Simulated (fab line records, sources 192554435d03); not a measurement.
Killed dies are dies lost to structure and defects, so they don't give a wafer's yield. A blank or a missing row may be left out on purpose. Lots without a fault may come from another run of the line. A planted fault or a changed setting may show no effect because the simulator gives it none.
fab line records | flow n5_finfet
record lots=4 wafers=12 last_day=18
route steps=1938 shown PMOS_HMC_CHANNEL_EPI@86 FIN_SAQP@90 FIN_CUT@165 PASSIVATION@1936
lots that met no fault: from a run of the same line without faults
start_h: hours from the record's first day to the start of the lot's first wafer shown | wait_h: hours since the lot's step before | " the same as in the row above | L1.1+2: a row that stands for several wafers | - no value, or no start given | * or withheld: withheld | < > ~ a bound
route shown NAME@n: a module of which the file shows steps, and the number in the route of the first | usual: mean/standard deviation of fault-free wafers | same: alike in all rows | chamber/n: place in a boat | sites: the reading at each site | _std_site: their standard deviation | _edge_site: outer sites' mean less inner sites' | radius_mm: how far each site lies from the wafer's centre | mask NAME#n: copy n | behind: the tool/chamber that last shaped the wafer | hold: why the lot was held/for how many hours/how that ended | device: the transistor (n, p or np) that didn't switch | end of line: the same wafers' tests at the end of the route | a step without rows: its recipe alone | killed: dies lost to structure and defects at the first sort, not the wafer's yield | map: a wafer's dies, x killed, . not, _ none there
set.NAME: the setting as run; set.NAME@STEP: as run at that earlier step | model.NAME: the simulator's own value behind a step, which no gauge read
lots at some steps of the route; a table a step, a row a wafer
services: from which hour (start_h, from the record's first day; less than 0 if before it) a tool's chamber was out of use, for how many hours, and why
## steps
# step N5_PMOS_HMC_CHANNEL_EPI_SRD_25
# recipe dry=ipa_marangoni do_ppb=5 time_s=30 temp_c=23 rinse_liquid=diw
# step N5_PMOS_HMC_CHANNEL_EPI_EPI_26
# recipe material=Si target_thk_a=38 temp_c=650 precursor=SiH4/H2 pressure_torr=20 time_s=22.7
# step N5_FIN_SAQP_PRECLEAN_42
# recipe chemistry=O3/DIW time_s=60 temp_c=22 o3_ppm=10
# step N5_FIN_SAQP_PRECLEAN_00
# recipe chemistry=SC1 time_s=60 temp_c=55 mix=1:2:50
# step N5_FIN_SAQP_PRECLEAN_44
# recipe chemistry=SC2 time_s=45 temp_c=35 mix=1:1:50
# step N5_FIN_SAQP_SRD_01
# recipe dry=ipa_marangoni time_s=30 temp_c=23 rinse_liquid=diw
# step N5_FIN_SAQP_ALD_61
# recipe material=SiO2 target_thk_a=40 temp_c=300 ald_precursor_family=BDEAS ald_co_reactant=O2-plasma pulse_time_s=1 purge_time_s=2 co_reactant_purge_time_s=2 ald_cycles=43 pressure_torr=2
# step N5_FIN_SAQP_DENSIFY_62
# recipe temp_c=700 time_s=60 ambient=N2 idle_temp_c=600 ramp_up_c_per_s=150 ramp_down_c_per_s=60 cool_to_c=600
# step N5_FIN_SAQP_HM_DEP_03
# recipe material=SiNx target_thk_a=380 temp_c=400 precursor=SiH4/NH3/N2 pressure_torr=1.5 rf_w=300 time_s=33.6
# step N5_FIN_SAQP_PECVD_47
# recipe material=a-Si target_thk_a=450 temp_c=400 precursor=SiH4/He pressure_torr=3 rf_w=100 time_s=36.3
# usual heater_power_w=861/89 showerhead_plenum_p_Torr=5.69/0.043 throttle_valve_pct=18.1/1.1
# columns lot.wafer tool chamber start_h wait_h heater_power_w showerhead_plenum_p_Torr throttle_valve_pct
L231.1 pecvd-04 2 32.87 0.0 847 5.72 18.9
L231.4 " 1 " " 807 5.75 17.1
L231.6 " 0 " " 729 5.67 18.5
L242.1 pecvd-04 1 99.51 0.0 950 5.77 16.9
L242.3 " 0 " " 797 5.68 18.7
L242.4 " 2 " " 853 5.71 19.1
L243.3 pecvd-04 2 104.86 0.0 843 5.72 18.9
L243.5 " 2 " " 715 5.72 18.7
L243.6 " 1 " " 837 5.76 17.0
L244.3 pecvd-01 0 111.74 0.0 759 5.59 17.5
L244.4 " 1 " " 839 5.68 18.2
L244.5 " 0 " " 781 5.58 17.1
# step N5_FIN_SAQP_PECVD_48
# recipe material=SiNx target_thk_a=250 temp_c=400 precursor=SiH4/NH3/N2 pressure_torr=1.5 rf_w=300 time_s=22.1
# step N5_FIN_SAQP_PECVD_06
# recipe material=a-Si target_thk_a=600 temp_c=400 precursor=SiH4/He pressure_torr=3 rf_w=100 time_s=48.1
# step N5_FIN_SAQP_HM_DEP_72
# recipe material=SiO2 target_thk_a=120 temp_c=400 precursor=SiH4/N2O pressure_torr=0.75 rf_w=275 time_s=7.2
# step N5_FIN_SAQP_COAT_49
# recipe resist=SOC temp_c=250 time_s=60 spin_rpm=1500 resist_thk_nm=100
# step N5_FIN_SAQP_COAT_50
# recipe resist=SiARC temp_c=220 time_s=60 spin_rpm=1500 resist_thk_nm=35
# step N5_FIN_SAQP_COAT_10
# recipe resist=CAR-ArF spin_rpm=1500 resist_thk_nm=90
# step N5_FIN_SAQP_EBR_12
# recipe solvent=PGMEA ebr_width_mm=1.5
# step N5_FIN_SAQP_SOFTBAKE_11
# recipe temp_c=110 time_s=60 resist=CAR-ArF
# step N5_FIN_SAQP_EXPOSE_13
# recipe mask_id=FIN_CORE na=1.35 source_shape=dipole sigma_inner=0.538 sigma_outer=0.738 polarization=te target_cd_nm=35.6 dose_mj=63.25
# step N5_FIN_SAQP_PEB_14
# recipe peb_temp_c=withheld peb_time_s=60 resist=CAR-ArF
# step N5_FIN_SAQP_DEVELOP_15
# recipe develop_time_s=30 developer=TMAH resist=CAR-ArF dev_temp_c=23 rinse_liquid=diw dry=air_spin
# step N5_FIN_SAQP_INSPECT_18
# recipe mode=adi inspect_instrument=brightfield
# usual raw_defect_count=397/130
# columns lot.wafer tool chamber start_h wait_h raw_defect_count
L231.1 defect_inspect-02 - 33.46 0.0 251
L231.4 " - " " 360
L231.6 " - " " 358
L242.1 defect_inspect-01 - 100.13 0.0 1733
L242.3 " - " " 453
L242.4 " - " " 374
L243.3 defect_inspect-01 - 105.58 0.0 337
L243.5 " - " " 431
L243.6 " - " " 1282
L244.3 defect_inspect-02 - 112.46 0.0 491
L244.4 " - " " 292
L244.5 " - " " 426
# step N5_FIN_SAQP_DESCUM_21
# recipe chemistry=O2 time_s=7.9 source_power_w=50 bias_power_w=20 pressure_mtorr=20 rf_frequency_hz=2.712e+07 temp_c=40 resist=CAR-ArF o2_flow_sccm=225
# step N5_FIN_SAQP_ETCH_51
# recipe chemistry=CF4 target=SiARC target_depth_a=455 mask_material=CAR-ArF time_s=75.8 ion_energy_ev=80 pressure_mtorr=40 source_w=545 bias_w=36 Ar_flow_sccm=100 cf4_flow_sccm=100 ends=cleared
# step N5_FIN_SAQP_ETCH_52
# recipe chemistry=N2/H2 target=SOC target_depth_a=1000 overetch_a=200 mask_material=SiARC temp_c=40 time_s=150 ion_energy_ev=200 pressure_mtorr=30 source_w=840 bias_w=150 n2_flow_sccm=200 h2_flow_sccm=200 ends=end_point
# step N5_FIN_SAQP_STRIP_53
# recipe chemistry=N2/H2 temp_c=40 n2_flow_sccm=200 h2_flow_sccm=200 rf_frequency_hz=6e+07
# step N5_FIN_SAQP_HM_OPEN_73
# recipe chemistry=CHF3/O2 target=SiO2 stop_on=a-Si target_depth_a=120 over_etch_frac=1.8 mask_material=SOC time_s=16.8 pressure_mtorr=30 source_w=650 bias_w=170 Ar_flow_sccm=200 CHF3_flow_sccm=50 O2_flow_sccm=5 ion_energy_ev=200 ends=end_point
# step N5_FIN_SAQP_STRIP_74
# recipe chemistry=CHF3/O2 resist=SiARC rf_frequency_hz=6e+07
# step N5_FIN_SAQP_MANDREL_ETCH_22
# recipe target_depth_a=600 chemistry=HBr/Cl2 target=a-Si stop_on=SiNx bt_time_s=10 over_etch_frac=0.5 time_s=30 pressure_mtorr=10 icp_w=800 bias_w=75 HBr_flow_sccm=150 Cl2_flow_sccm=80 ends=end_point
# step N5_FIN_SAQP_STRIP_55
# recipe chemistry=N2/H2 power_w=500 temp_c=40 pressure_mtorr=50 rf_frequency_hz=6e+07 overash_fraction=0.3 bias_power_w=28 h2_frac=0.5 n2_flow_sccm=300 h2_flow_sccm=300
# step N5_FIN_SAQP_STRIP_23
# recipe chemistry=SPM time_s=750 temp_c=130 h2so4_h2o2_vol_ratio=4
# step N5_FIN_SAQP_SRD_66
# recipe dry=ipa_marangoni time_s=30 temp_c=23 rinse_liquid=diw
# step N5_FIN_SAQP_RECESS_75
# recipe chemistry=HF/NH3 target=SiO2 target_depth_a=144 afs_cycles=3 temp_c=30 sublimation_temp_c=180 sublimation_time_s=60
# step N5_FIN_SAQP_SPACER1_ALD_24
# recipe material=SiO2 target_thk_a=203 temp_c=300 ald_precursor_family=BDEAS ald_co_reactant=O2-plasma pulse_time_s=1 purge_time_s=2 co_reactant_purge_time_s=2 ald_cycles=218 pressure_torr=2
# step N5_FIN_SAQP_SPACER1_ETCHBACK_25
# recipe chemistry=CHF3/O2 mode=anisotropic_etchback target=SiO2 target_depth_a=244 time_s=12.2 pressure_mtorr=30 source_w=650 bias_w=170 Ar_flow_sccm=200 CHF3_flow_sccm=50 O2_flow_sccm=5 ion_energy_ev=200
# step N5_FIN_SAQP_MANDREL1_REMOVE_56
# recipe chemistry=HBr/Cl2/O2 bt_time_s=10 target=a-Si stop_on=SiNx endpoint=OES-SiCl over_etch_frac=1 icp_w=600 bias_w=22 HBr_flow_sccm=150 Cl2_flow_sccm=80 O2_flow_sccm=5 pressure_mtorr=10
# step N5_FIN_SAQP_INSPECT_40
# recipe inspect_instrument=brightfield mode=aei
# usual raw_defect_count=244/77
# columns lot.wafer tool chamber start_h wait_h raw_defect_count
L231.1 defect_inspect-02 - 37.79 0.0 167
L231.4 " - " " 211
L231.6 " - " " 232
L242.1 defect_inspect-01 - 104.86 0.0 1377
L242.3 " - " " 289
L242.4 " - " " 220
L243.3 defect_inspect-01 - 109.76 0.0 215
L243.5 " - " " 395
L243.6 " - " " 1189
L244.3 defect_inspect-02 - 117.21 0.0 223
L244.4 " - " " 176
L244.5 " - " " 269
# step N5_FIN_CUT_INSPECT_10
# recipe mode=adi inspect_instrument=brightfield
# usual raw_defect_count=44/13
# columns lot.wafer tool chamber start_h wait_h raw_defect_count
L231.1 defect_inspect-02 - 38.30 0.1 36
L231.4 " - " " 41
L231.6 " - " " 35
L242.1 defect_inspect-01 - 105.25 0.1 1108
L242.3 " - " " 66
L242.4 " - " " 38
L243.3 defect_inspect-02 - 110.16 0.0 53
L243.5 " - " " 61
L243.6 " - " " 1021
L244.3 defect_inspect-02 - 117.61 0.0 36
L244.4 " - " " 40
L244.5 " - " " 59
# step N5_PASSIVATION_PROBE_49
# usual killed_at_M0_to_M3=36/11 killed_at_M4_up=13/5.1 killed_at_contacts=14/4.9 killed_at_front_end=41/10 killed_at_other=3.4/2.6 killed_dies=107/16 killed_open=70/11 killed_short=36/7.8
# same gross_dies=1180 killed_at_back_side=0
# columns lot.wafer tool chamber start_h wait_h killed_at_M0_to_M3 killed_at_M4_up killed_at_contacts killed_at_front_end killed_at_other killed_dies killed_open killed_short
L242.1 prober-01 - 395.90 0.0 30 15 19 175 3 242 62 37
L242.3 prober-01 - 396.00 0.1 38 9 16 37 2 102 71 31
L242.4 prober-01 - 396.05 0.2 52 10 17 39 4 122 79 43
L243.3 prober-01 - 416.89 0.1 36 15 13 27 1 92 73 18
L243.5 prober-01 - 416.99 0.2 24 13 12 49 5 103 73 28
L243.6 prober-01 - 417.04 0.3 34 15 10 165 5 229 52 37
L244.3 prober-02 - 423.84 0.1 40 9 11 38 6 104 67 32
L244.4 prober-02 - 423.89 0.2 24 13 10 39 8 94 61 32
L244.5 prober-02 - 423.94 0.2 43 9 13 39 3 107 69 36
# killed by level:class
L242.1 FIN_SAQP:unspecified=141 MOL_CONTACT_COAG:geometric_particle:open=16 BEOL_M0_SAQP:geometric_particle:short=10 BEOL_M0_SAQP:geometric_particle:open=8 FIN_SAQP:geometric_particle:short=6 FIN_SAQP:geometric_particle:open=5 STI_FIN_REVEAL:geometric_particle:open=4 BEOL_M2:geometric_particle:open=4
L242.3 MOL_CONTACT_COAG:geometric_particle:open=12 BEOL_M0_SAQP:geometric_particle:open=11 DUMMY_GATE:geometric_particle:open=9 BEOL_M0_SAQP:geometric_particle:short=9 GATE_CUT:geometric_particle:short=8 FIN_SAQP:geometric_particle:open=7 BEOL_M3:geometric_particle:open=5 MOL_CONTACT_COAG:geometric_particle:short=4
L242.4 MOL_CONTACT_COAG:geometric_particle:open=15 FIN_SAQP:geometric_particle:short=12 BEOL_M3:geometric_particle:open=9 BEOL_M0_SAQP:geometric_particle:short=8 BEOL_M0_SAQP:geometric_particle:open=7 BEOL_M1:geometric_particle:open=7 BEOL_M2:geometric_particle:open=7 DUMMY_GATE:geometric_particle:open=6
L243.3 MOL_CONTACT_COAG:geometric_particle:open=11 FIN_SAQP:geometric_particle:open=10 BEOL_M1:geometric_particle:open=10 BEOL_M0_SAQP:geometric_particle:open=8 BEOL_M3:geometric_particle:open=8 BEOL_M4:geometric_particle:open=7 FIN_SAQP:geometric_particle:short=4 STI_FIN_REVEAL:geometric_particle:open=3
L243.5 STI_FIN_REVEAL:geometric_particle:open=11 BEOL_M4:geometric_particle:open=11 FIN_SAQP:geometric_particle:open=9 MOL_CONTACT_COAG:geometric_particle:open=9 BEOL_M2:geometric_particle:open=9 DUMMY_GATE:geometric_particle:open=5 BEOL_M3:geometric_particle:open=5 FIN_SAQP:geometric_particle:short=4
L243.6 FIN_SAQP:unspecified=138 BEOL_M2:geometric_particle:open=10 BEOL_M4:geometric_particle:open=10 MOL_CONTACT_COAG:geometric_particle:open=7 BEOL_M0_SAQP:geometric_particle:open=6 BEOL_M1:geometric_particle:open=5 BEOL_M2:geometric_particle:short=5 STARTING-WAFER:geometric_particle:short=5
L244.3 BEOL_M0_SAQP:geometric_particle:open=13 BEOL_M0_SAQP:geometric_particle:short=12 MOL_CONTACT_COAG:geometric_particle:open=11 STI_FIN_REVEAL:geometric_particle:open=11 FIN_SAQP:geometric_particle:open=5 FIN_SAQP:geometric_particle:short=4 DUMMY_GATE:geometric_particle:open=4 BEOL_M0:geometric_particle:open=4
L244.4 STI_FIN_REVEAL:geometric_particle:open=8 MOL_CONTACT_COAG:geometric_particle:open=8 FIN_SAQP:geometric_particle:open=7 BEOL_M0_SAQP:geometric_particle:open=6 BEOL_M0_SAQP:geometric_particle:short=6 BEOL_M2:geometric_particle:open=5 SPACER0:geometric_particle:short=4 GATE_CUT:geometric_particle:short=4
L244.5 BEOL_M0_SAQP:geometric_particle:short=13 MOL_CONTACT_COAG:geometric_particle:open=12 STI_FIN_REVEAL:geometric_particle:open=11 BEOL_M2:geometric_particle:open=10 BEOL_M0_SAQP:geometric_particle:open=7 GATE_CUT:geometric_particle:short=6 STI_FIN_REVEAL:geometric_particle:short=4 BEOL_M1:geometric_particle:open=4
# map L242.1 (x killed, . not)
_________________..x.........________________
______________.................._____________
___________.................x...x..__________
__________.........x................_________
________.............................._______
_______..x.......x.....................______
______.....................x...........x_____
_____..........x......................xx.____
____x.........x........x.x............x...___
___..x........x....x.........x............x__
___..........xx.........xx.....x...x.x.....__
__...x...x.......x....................x....._
__..x.................x....................._
_........x.x.......x..................x..x.x.
_.........x......x..........x.........xx.x...
_.....xx......x........................x.....
_.....................x...xx..xx....x......x.
_........................x.xx.x........xx....
_x...xx.x......x..........x..xx..............
_........x.......x............xx..x..........
_..................x....x..x.xxxx............
__x......................x.xxxxxxx.....xxx.._
__................x....x.xxxxxxxxxxx..x....._
___...........x...xx...xxxxxxxxxxxxx...x...__
___.....x......x..x....xxxxxxxxxxxxxx..x...__
____...........x..x...xxxxxxxxxxxxxxx..x..___
_____.x................xxxxxxxxxxxxxxx...____
______...............x.xxxxxxxxxxxxx...._____
_______.x..............x.xxxxxxxxxxxxx.______
________..x......x....x.x.xxxxxxxxxxxx_______
__________...........x..x.xxxxxx.xx._________
___________...........x....xx.xx...__________
______________.....x........xx.._____________
_________________...........x________________
# map L243.6 (x killed, . not)
_________________............________________
______________.................._____________
___________........x......x.......x__________
__________x.............x.....x....x_________
________...x...............x.........._______
_______........................x.....x.______
______...x......x......................._____
_____......................x...........x.____
____...........x...........x..............___
___....x..x..x..............x..x...x.......__
___x......x..x......x.x.............x......__
__...................x......................_
__.x..................x....................._
_.x........x.x..x.x....x.....................
_............x....................x..........
_.........................x..................
_.................x..................x...x..x
_..........xx.......................x........
_....................x.....x..x.....x....x...
_x....................x.xx..xxx..x...x.......
_......x.x......x...........x.x..x....x.x....
__............x.x........xxxxxxxxx.xx......._
__...x.....x...........xxxxxxxxxxxxx.x.x.x.._
___........x.....x..x..xxxxxxxxxxxx..xx....__
___......x.....x......x.xxxxxxxxxxxxx.x...x__
____.................x.xxxxxxxxxxxxxxx...x___
_____...................xxxxxxxxxxxxx.xx.____
______..x...........x..xxxxxxxxxxxxxx.x._____
_______................xxxxxxxxxxxxxx..______
________...x..x..........xxxxxxxxxx..._______
__________..x..........x.xxxx.xxxxxx_________
___________.....x...........xx...x.__________
______________..........x.....x._____________
_________________............________________
## services
# columns tool chamber start_h hours kind
pecvd-01 2 21.12 - clean
pecvd-01 2 21.12 - consumable_replace:showerhead
pecvd-01 2 21.12 29.0 scheduled_down
pecvd-01 2 21.12 29.0 vent_cycle
pecvd-01 - 26.47 5.5 pm
pecvd-01 2 76.65 2.1 scheduled_down
pecvd-01 1 94.06 2.6 repair
pecvd-01 2 98.79 1.8 repair
## key
first_sign step=N5_FIN_SAQP_INSPECT_18 reading=raw_defect_count direction=up sigmas=8.7 usual=397 struck=1508
effect step=N5_FIN_SAQP_INSPECT_40 reading=raw_defect_count direction=up sigmas=14 usual=244 struck=1283
effect step=N5_FIN_CUT_INSPECT_10 reading=raw_defect_count direction=up sigmas=79 usual=44 struck=1064
effect step=N5_PASSIVATION_PROBE_49 reading=killed_at_front_end direction=up sigmas=13 usual=41 struck=170
more_kills_born_at N5_FIN_SAQP_PECVD_47@pecvd-04=279
met_at N5_FIN_SAQP_PECVD_47
struck_wafers L242.1,L243.6
tester_left_out L242,L243
onset_between 32.87 99.51
fault kind=chamber_particle_source tool=pecvd-04 chamber=1 onset_h=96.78 steps=N5_FIN_SAQP_PECVD_47 rate_per_visit_cm2=1.5379 end_h=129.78
# tester_left_out: of these lots the tester's yield and bins aren't shown, on N5 and GAA mostly nor the transistor test; their killed dies are dies lost to structure and defects alone, not to doping, threshold or leakage, so they don't give the yield
